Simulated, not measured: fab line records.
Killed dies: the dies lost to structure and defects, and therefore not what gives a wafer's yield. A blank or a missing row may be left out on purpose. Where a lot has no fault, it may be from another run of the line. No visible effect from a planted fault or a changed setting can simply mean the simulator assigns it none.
fab line records    flow nand-harc
record lots=14  wafers=42  last-day=29
route steps=1302 shown A_DECK1_JOINT@528 A_ONON_D2@553
lots with no fault: from the same line, run without faults
start-h: hours from the record's first day to the start of the lot's first wafer shown    wait-h: hours since the lot's step before    " as in the row above    L1.1+2: several wafers, shown together as one row    - no value, or no start was given    * or withheld: withheld    < > ~ a bound
route shown NAME@n: a module of which the file shows steps, and the number in the route of the first    usual: mean/standard deviation of fault-free wafers    same: alike in all rows    chamber/n: place in a boat    sites: per-site readings    _std_site: the values' standard deviation    _edge_site: inner sites' mean taken away from outer sites' mean    radius-mm: how far each site lies from the wafer's centre    mask NAME#n: copy n    behind: the tool/chamber that last shaped the wafer    hold: cause of the lot's hold/its duration in hours/its outcome    device: transistor that didn't switch, given as n, p or np    end of line: the route-end tests of the same wafers    for a step that has no rows: nothing shown but its recipe    killed: not the wafer's yield, but the dies lost to structure and defects at the first sort    map: the dies of a wafer, with x for killed, . for not killed, _ for no die there
set.NAME: the setting that was run; set.NAME@STEP: the one run at that earlier step    model.NAME: the simulator's own value behind a step, which no gauge read
one table for each step of the route and one row for each wafer, over a sample of lots
services: when a tool's chamber went out of use (start-h, in hours from the record's first day, below 0 if earlier), for how many hours, and the reason
## steps
# step NHARC_A_DECK1_JOINT_THK_MEAS_14
# recipe thk-meas-gauge=ellipsometry
# usual thk-nm=51.1/1.6
lot.wafer  tool           chamber  start-h  wait-h  thk-nm
L847.2     film-metro-02  -        244.79   0.2     52.4
L847.3     "              -        "        "       51.6
L847.6     "              -        "        "       50.5
L848.2     film-metro-01  -        255.16   0.2     49.5
L848.5     "              -        "        "       52.2
L848.6     "              -        "        "       52.8
L849.1     film-metro-02  -        270.18   0.2     50.0
L849.3     "              -        "        "       51.8
L849.4     "              -        "        "       49.7
L850.1     film-metro-02  -        278.38   0.2     51.0
L850.3     "              -        "        "       51.6
L850.4     "              -        "        "       49.1
L851.2     film-metro-02  -        282.80   0.2     52.7
L851.3     "              -        "        "       53.3
L851.6     "              -        "        "       55.2
L852.2     film-metro-02  -        294.62   0.2     51.5
L852.3     "              -        "        "       48.7
L852.6     "              -        "        "       51.9
L853.4     film-metro-01  -        310.75   0.2     50.4
L853.5     "              -        "        "       50.0
L853.6     "              -        "        "       52.3
L854.1     film-metro-02  -        310.90   0.2     50.6
L854.2     "              -        "        "       50.5
L854.6     "              -        "        "       51.9
L855.1     film-metro-02  -        335.09   0.2     54.7
L855.4     "              -        "        "       50.8
L855.6     "              -        "        "       52.9
L856.1     film-metro-02  -        353.58   0.2     52.2
L856.4     "              -        "        "       52.9
L856.6     "              -        "        "       49.9
L858.1     film-metro-01  -        366.96   0.2     50.8
L858.2     "              -        "        "       51.1
L858.6     "              -        "        "       52.6
L859.2     film-metro-01  -        375.77   0.2     51.8
L859.3     "              -        "        "       52.1
L859.5     "              -        "        "       54.3
L863.1     film-metro-02  -        406.46   0.2     51.5
L863.3     "              -        "        "       52.1
L863.6     "              -        "        "       48.1
L865.3     film-metro-01  -        437.24   0.2     52.7
L865.4     "              -        "        "       51.0
L865.6     "              -        "        "       51.3
# step NHARC_A_ONON_D2_DEP_12
# recipe target-thk-a=10000  n2-flow-sccm=2750  n2o-flow-sccm=2000  nh3-flow-sccm=500  sih4-flow-sccm=210  temp-c=400
lot.wafer   tool           chamber  start-h  wait-h
L847.2+3+6  pecvd-onon-04  0        273.92   0.1
L848.2+5+6  pecvd-onon-04  0        284.27   0.1
L849.1+3+4  pecvd-onon-04  0        300.92   0.1
L850.1+3+4  pecvd-onon-03  0        301.32   0.1
L851.2+3+6  pecvd-onon-03  0        312.12   0.1
L852.2+3+6  pecvd-onon-03  0        324.19   0.1
L854.1+2+6  pecvd-onon-03  0        339.44   0.1
L853.4+5+6  pecvd-onon-01  0        339.63   0.2
L855.1+4+6  pecvd-onon-04  0        360.89   0.1
L856.1+4+6  pecvd-onon-01  0        380.09   0.1
L858.1+2+6  pecvd-onon-01  0        395.60   0.1
L859.2+3+5  pecvd-onon-04  0        401.95   0.1
L863.1+3+6  pecvd-onon-04  0        441.42   0.1
L865.3+4+6  pecvd-onon-04  0        462.89   0.2
# step NHARC_A_ONON_D2_THK_MEAS_14
# recipe thk-meas-gauge=ellipsometry
# usual thk-nm=1001/9.1
lot.wafer  tool           chamber  start-h  wait-h  hold                      thk-nm
L847.2     film-metro-01  -        274.37   -       -                         1013
L847.3     "              -        "        "       -                         1015
L847.6     "              -        "        "       -                         1014
L848.2     film-metro-02  -        284.72   -       -                         1019
L848.5     "              -        "        "       -                         1019
L848.6     "              -        "        "       -                         1018
L849.1     film-metro-02  -        301.42   -       -                         1001
L849.3     "              -        "        "       -                         1000
L849.4     "              -        "        "       -                         1000
L850.1     film-metro-02  -        301.83   -       -                         1007
L850.3     "              -        "        "       -                         1009
L850.4     "              -        "        "       -                         1007
L851.2     film-metro-02  -        312.57   -       -                         987
L851.3     "              -        "        "       -                         988
L851.6     "              -        "        "       -                         987
L852.2     film-metro-02  -        324.64   -       -                         992
L852.3     "              -        "        "       -                         991
L852.6     "              -        "        "       -                         989
L854.1     film-metro-02  -        339.95   -       -                         988
L854.2     "              -        "        "       -                         988
L854.6     "              -        "        "       -                         988
L853.4     film-metro-01  -        339.97   -       -                         991
L853.5     "              -        "        "       -                         993
L853.6     "              -        "        "       -                         994
L855.1     film-metro-01  -        361.43   -       -                         1018
L855.4     "              -        "        "       -                         1017
L855.6     "              -        "        "       -                         1016
L856.1     film-metro-01  -        380.61   -       -                         1012
L856.4     "              -        "        "       -                         1015
L856.6     "              -        "        "       -                         1015
L858.1     film-metro-01  -        396.11   -       -                         1005
L858.2     "              -        "        "       -                         1006
L858.6     "              -        "        "       -                         1007
L859.2     film-metro-01  -        402.41   -       -                         1003
L859.3     "              -        "        "       -                         1004
L859.5     "              -        "        "       -                         1003
L863.1     film-metro-01  -        441.94   -       await-dispo/0.2h/release  681
L863.3     "              -        "        "       await-dispo/0.2h/release  679
L863.6     "              -        "        "       await-dispo/0.2h/release  681
L863.1     film-metro-01  -        442.11   0.2     -                         680
L863.3     "              -        "        "       -                         680
L863.6     "              -        "        "       -                         679
L865.3     film-metro-01  -        463.29   -       await-dispo/0.2h/release  692
L865.4     "              -        "        "       await-dispo/0.2h/release  693
L865.6     "              -        "        "       await-dispo/0.2h/release  693
L865.3     film-metro-01  -        463.46   0.2     -                         692
L865.4     "              -        "        "       -                         691
L865.6     "              -        "        "       -                         693
# step NHARC_A_ONON_D2_DEP_33
# recipe target-thk-a=2000  temp-c=400  pressure-torr=6.5  rf-w=900  teos-flow-sccm=161.4  flow-sccm=2650  target-thk-nm=200  gas=O2  material=SiO2
# usual heater-power-w=585/140  throttle-valve-pct=16.1/0.44
lot.wafer  tool      chamber  start-h  wait-h  heater-power-w  throttle-valve-pct
L847.3     pecvd-01  0        284.11   0.1     536             16.3
L847.2     "         1        "        "       649             16.6
L847.6     "         2        "        "       794             16.2
L848.2     pecvd-04  1        295.23   0.1     670             16.4
L848.6     "         0        "        "       638             15.3
L848.5     "         1        "        "       513             16.6
L849.1     pecvd-01  2        311.09   0.1     824             16.0
L849.3     "         0        "        "       447             16.3
L849.4     "         0        "        "       462             16.4
L850.1     pecvd-04  2        311.14   0.1     334             15.9
L850.3     "         0        "        "       573             15.6
L850.4     "         1        "        "       636             16.6
L851.2     pecvd-04  1        322.61   0.1     663             16.7
L851.3     "         2        "        "       391             15.8
L851.6     "         1        "        "       501             16.7
L852.2     pecvd-04  1        334.80   0.1     621             16.4
L852.3     "         2        "        "       407             16.0
L852.6     "         1        "        "       624             16.6
L854.1     pecvd-01  0        349.90   0.1     412             15.7
L854.2     "         1        "        "       689             16.2
L854.6     "         0        "        "       411             15.3
L853.4     pecvd-01  2        350.30   0.4     788             15.8
L853.6     "         0        "        "       475             15.6
L853.5     "         1        "        "       663             16.4
L855.1     pecvd-01  1        371.49   0.1     656             16.5
L855.4     "         1        "        "       667             16.3
L855.6     "         2        "        "       762             15.8
L856.1     pecvd-03  0        393.98   0.1     440             16.6
L856.6     "         2        "        "       776             15.9
L856.4     "         0        "        "       465             16.8
L858.2     pecvd-01  1        406.21   0.1     667             16.5
L858.1     "         0        "        "       438             15.5
L858.6     "         1        "        "       685             16.3
L859.2     pecvd-01  0        414.82   0.1     471             15.9
L859.3     "         0        "        "       493             15.8
L859.5     "         0        "        "       487             15.9
L863.1     pecvd-03  2        453.76   0.5     773             16.0
L863.3     "         0        "        "       440             16.8
L863.6     "         2        "        "       783             15.8
L865.3     pecvd-01  2        477.60   0.1     821             16.3
L865.4     "         0        "        "       434             15.9
L865.6     "         1        "        "       656             16.7
## services
tool           chamber  start-h  hours  kind
pecvd-01       -        250.42   1.2    repair
pecvd-04       -        269.20   13.0   pm
pecvd-04       0        269.20   13.0   vent-cycle
pecvd-04       1        269.20   13.0   vent-cycle
pecvd-04       2        269.20   13.0   vent-cycle
pecvd-onon-01  -        269.50   13.0   pm
pecvd-04       0        282.20   -      clean
pecvd-04       1        282.20   -      clean
pecvd-04       2        282.20   -      clean
pecvd-onon-04  -        311.00   13.0   pm
pecvd-01       -        311.37   13.0   pm
pecvd-01       0        311.37   15.2   vent-cycle
pecvd-01       1        311.37   13.0   vent-cycle
pecvd-01       2        311.37   13.0   vent-cycle
pecvd-01       1        324.37   -      clean
pecvd-01       2        324.37   -      clean
pecvd-03       -        366.15   13.0   pm
pecvd-03       -        379.71   3.8    repair
pecvd-04       1        397.58   13.9   repair
pecvd-01       2        397.81   19.9   repair
pecvd-onon-03  -        411.18   13.0   pm
pecvd-04       -        450.20   13.0   pm
pecvd-04       0        450.20   13.0   vent-cycle
pecvd-onon-01  -        450.50   13.0   pm
## key
first-sign step=NHARC_A_ONON_D2_THK_MEAS_14  reading=visit  direction=added
effect step=NHARC_A_ONON_D2_THK_MEAS_14  reading=thk-nm  direction=down  sigmas=34  usual=1001  struck=687
met-at NHARC_A_ONON_D2_DEP_12
struck-lots L863,L865
struck-wafers L863.1,L863.3,L863.6,L865.3,L865.4,L865.6
later-rows-left-out L863.1,L863.3,L863.6,L865.3,L865.4,L865.6
sort-left-out L863.1,L863.3,L863.6,L865.3,L865.4,L865.6
tester-left-out L863,L865
not-acting-at NHARC_A_DECK1_JOINT_THK_MEAS_14,NHARC_A_ONON_D2_DEP_33
onset-between 401.95 441.42
also-fits time
fault kind=process-parameter-drift  tool=pecvd-onon-04  chamber=0  onset-h=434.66  steps=NHARC_A_ONON_D2_DEP_12  channel=target-thk-a  offset=*  shape=step  end-h=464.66  acts-in=*  stated=*
# tester-left-out: of these lots the tester's yield and bins aren't shown, on N5 and GAA mostly nor the transistor test; their killed dies are dies lost to structure and defects alone, not to doping, threshold or leakage, so they don't give the yield
# sort-left-out: the simulated sort isn't trusted on such a fault, so these wafers' sort isn't shown, and their yield isn't known
# later-rows-left-out: the simulator's readings of these wafers behind a module that went badly wrong aren't trusted and aren't shown, but for the sort
